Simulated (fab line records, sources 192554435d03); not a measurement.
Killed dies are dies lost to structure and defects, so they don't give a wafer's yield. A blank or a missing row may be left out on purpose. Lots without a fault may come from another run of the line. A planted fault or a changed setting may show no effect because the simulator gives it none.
Split-lot experiment | flow n5_finfet | 7 lots, 39 wafers read, on a route of 1938 steps

THE SPLIT
At N5_SD_EPI_N_EXPOSE_06 (exposes mask SD N BLK, target cd 120 nm), the setting dose_mj was moved away from the recipe's 39.75 on 18 of the 39 wafers read, by -6.3% to +7.6%. The other wafers ran this setting at the recipe's value.

FROM THE SPLIT TO THE READING: what the file shows between them, 2 steps
- N5_SD_EPI_N_PEB_07: peb time 60 s
- N5_SD_EPI_N_DEVELOP_08: develop time 30 s

THE READING
cd_nm, in nm, at N5_SD_EPI_N_CD_MEAS_09 (target cd 120 nm). Fault-free wafers of this fab line usually give 120.1 nm, standard deviation 0.58 nm.

wafer  | tool, chamber at the split | dose_mj as run | against the recipe | cd_nm, nm | against lot-mates on the recipe
L075.1 | arfi_scanner-01, 0         | 39.75          | recipe             | 118.9     | -
L075.2 | arfi_scanner-01, 0         | 38.52          | -3.1%              | 117.4     | -1.6
L075.3 | arfi_scanner-01, 0         | 39.75          | recipe             | 118.8     | -
L075.4 | arfi_scanner-01, 0         | 39.75          | recipe             | 119.2     | -
L075.5 | arfi_scanner-01, 0         | 38.52          | -3.1%              | 117.4     | -1.6
L075.6 | arfi_scanner-01, 0         | 38.52          | -3.1%              | 117.4     | -1.6
L076.1 | arfi_scanner-03, 0         | 42.46          | +6.8%              | 124.0     | +4.1
L076.2 | arfi_scanner-03, 0         | 39.75          | recipe             | 119.9     | -
L076.3 | arfi_scanner-03, 0         | 39.75          | recipe             | 120.5     | -
L076.4 | arfi_scanner-03, 0         | 39.75          | recipe             | 119.3     | -
L076.5 | arfi_scanner-03, 0         | 42.46          | +6.8%              | 123.6     | +3.7
L076.6 | arfi_scanner-03, 0         | 42.46          | +6.8%              | 124.4     | +4.5
L080.1 | arfi_scanner-02, 0         | 39.75          | recipe             | 120.8     | -
L080.2 | arfi_scanner-02, 0         | 37.54          | -5.6%              | 117.0     | -3.7
L080.3 | arfi_scanner-02, 0         | 37.54          | -5.6%              | 117.1     | -3.6
L080.4 | arfi_scanner-02, 0         | 37.54          | -5.6%              | 117.1     | -3.6
L080.5 | arfi_scanner-02, 0         | 39.75          | recipe             | 121.1     | -
L080.6 | arfi_scanner-02, 0         | 39.75          | recipe             | 120.3     | -
L081.1 | arfi_scanner-02, 0         | 39.75          | recipe             | 120.0     | -
L081.2 | arfi_scanner-02, 0         | 39.75          | recipe             | 120.1     | -
L081.3 | arfi_scanner-02, 0         | 42.79          | +7.6%              | 125.2     | +5.4
L081.4 | arfi_scanner-02, 0         | 39.75          | recipe             | 119.2     | -
L081.5 | arfi_scanner-02, 0         | 42.79          | +7.6%              | 125.1     | +5.3
L081.6 | arfi_scanner-02, 0         | 42.79          | +7.6%              | 125.4     | +5.6
L091.1 | arfi_scanner-01, 0         | 37.26          | -6.3%              | 114.4     | -5.0
L091.2 | arfi_scanner-01, 0         | 39.75          | recipe             | 119.7     | -
L091.3 | arfi_scanner-01, 0         | 39.75          | recipe             | 119.1     | -
L091.4 | arfi_scanner-01, 0         | 37.26          | -6.3%              | 113.9     | -5.5
L091.5 | arfi_scanner-01, 0         | 39.75          | recipe             | 119.4     | -
L091.6 | arfi_scanner-01, 0         | 37.26          | -6.3%              | 115.0     | -4.4
L094.1 | arfi_scanner-01, 0         | 38.18          | -3.9%              | 117.7     | -2.4
L094.2 | arfi_scanner-01, 0         | 38.18          | -3.9%              | 117.3     | -2.8
L094.3 | arfi_scanner-01, 0         | 39.75          | recipe             | 119.7     | -
L094.4 | arfi_scanner-01, 0         | 38.18          | -3.9%              | 117.6     | -2.5
L094.5 | arfi_scanner-01, 0         | 39.75          | recipe             | 120.5     | -
L094.6 | arfi_scanner-01, 0         | 39.75          | recipe             | 120.2     | -
L097.1 | arfi_scanner-03, 0         | 39.75          | recipe             | 120.3     | -
L097.4 | arfi_scanner-03, 0         | 39.75          | recipe             | 121.0     | -
L097.6 | arfi_scanner-03, 0         | 39.75          | recipe             | 120.6     | -

THE FIT
A straight line over all 39 wafers: cd_nm changes by +0.677 nm for each +1% of dose_mj; r = +0.97; the points scatter about the line by 0.72 nm.
The same after taking each lot's own level away (the mean of its wafers on the recipe; 39 wafers): +0.68 nm for each +1%; r = +0.99; scatter 0.43 nm.
On that fit, the largest move of dose_mj shifts the reading by 5.2 nm.
The lots' own levels span 118.97 to 120.73 nm, that is 3.0 times the standard deviation above.
So the lot-to-lot level changes the slope little: the two slopes agree.
Check: with one of the wafers moved furthest among these (+7.6%) left out of the fit, the line predicts +5.15 nm for it against its lot-mates. It came out at +5.43 nm against them.

OTHER SPLITS ON THESE WAFERS
These wafers also went through other splits before the reading. Each is held against what the fit with the lots' levels taken away leaves over:
other split on the same wafers       | wafers away from the commonest value | r with cd_nm (lot level and that fit taken away)
N5_WELL_APT_EPI_41 target_thk_a      | 15                                   | -0.08
N5_DUMMY_GATE_ETCH_37 source_w       | 15                                   | +0.02
N5_DUMMY_GATE_ETCH_31 target_depth_a | 12                                   | -0.23

THE WHOLE CHAIN: every reading that the file lists as answering this split, in the file's order
step                    | what it does                                                | reading                                                         | change (the file's fit)               | r (the file's)
N5_SD_EPI_N_CD_MEAS_09  | target cd 120 nm                                            | cd_nm                                                           | +0.679 nm for each +1% of the setting | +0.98
N5_SD_EPI_N_DESCUM_14   | chemistry O2, time 7.9 s                                    | SD_EPI_N.cd_nm (the simulator's own value, which no gauge read) | +0.672 nm for each +1% of the setting | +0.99
N5_SD_EPI_N_ETCH_34     | etches SiARC in CF4, target depth 45.5 nm, time 75.8 s      | SD_EPI_N.cd_nm (the simulator's own value, which no gauge read) | +0.663 nm for each +1% of the setting | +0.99
N5_SD_EPI_N_ETCH_35     | etches SOC in N2/H2, overetch 108 nm, time 486 s            | SD_EPI_N.cd_nm (the simulator's own value, which no gauge read) | +0.705 nm for each +1% of the setting | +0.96
N5_SD_EPI_N_ETCHBACK_44 | etches SiNx in CH3F/O2, stops on SiO2, target depth 14.5 nm | SD_EPI_N.cd_nm (the simulator's own value, which no gauge read) | +0.708 nm for each +1% of the setting | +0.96

THE FILE'S OWN FIT
cd_nm changes by +0.679 nm for each +1% of dose_mj, r = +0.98.
